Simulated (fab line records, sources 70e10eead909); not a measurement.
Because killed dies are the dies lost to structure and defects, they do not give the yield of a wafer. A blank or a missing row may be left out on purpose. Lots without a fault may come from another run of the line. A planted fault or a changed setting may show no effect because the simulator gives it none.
Matching of chambers	flow nand_harc	rie_diel-06 running NHARC_A_BONDPAD_STRIP_15: 4 sister chambers
The step strips in O2. 4 wafers are shown with their chamber, then 10 later ones without.

WAFERS WITH THEIR CHAMBER
wafer	chamber	showerhead_plenum_p_Torr (Torr)
L080.5	2	3.39
L083.6	1	3.43
L088.1	0	3.36
L088.3	3	3.47

WAFERS MISSING THEIR CHAMBER
wafer	showerhead_plenum_p_Torr (Torr)
L088.6	3.47
L089.2	3.36
L089.3	3.38
L089.5	3.47
L093.2	3.47
L093.4	3.38
L093.5	3.35
L097.3	3.42
L097.4	3.38
L097.5	3.38

WHICH CHAMBER EACH WENT THROUGH
wafer	from the rows above	in truth
L088.6	3	3
L089.2	0	0
L089.3	can't be placed: 2 or 0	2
L089.5	3	3
L093.2	3	3
L093.4	can't be placed: 2 or 0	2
L093.5	0	0
L097.3	1	1
L097.4	can't be placed: 2 or 0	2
L097.5	can't be placed: 2 or 0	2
6 of 10 placed correctly. Not placeable from these rows: 4 (in 4, the candidates include the true chamber). Number placed wrongly: 0.
How it was worked out, from the rows above alone: a wafer's distance from a chamber is the root of the sum, over the readings, of the square of ((its reading less the chamber's mean) divided by the reading's scatter). The wafer belongs to the nearest chamber; if the next one is less than 2 further off, it can't be placed. The mean given for a chamber averages the wafers shown for that chamber. The scatter: root of mean squared gap, hidden wafer to nearest shown wafer, with one shown wafer a chamber.
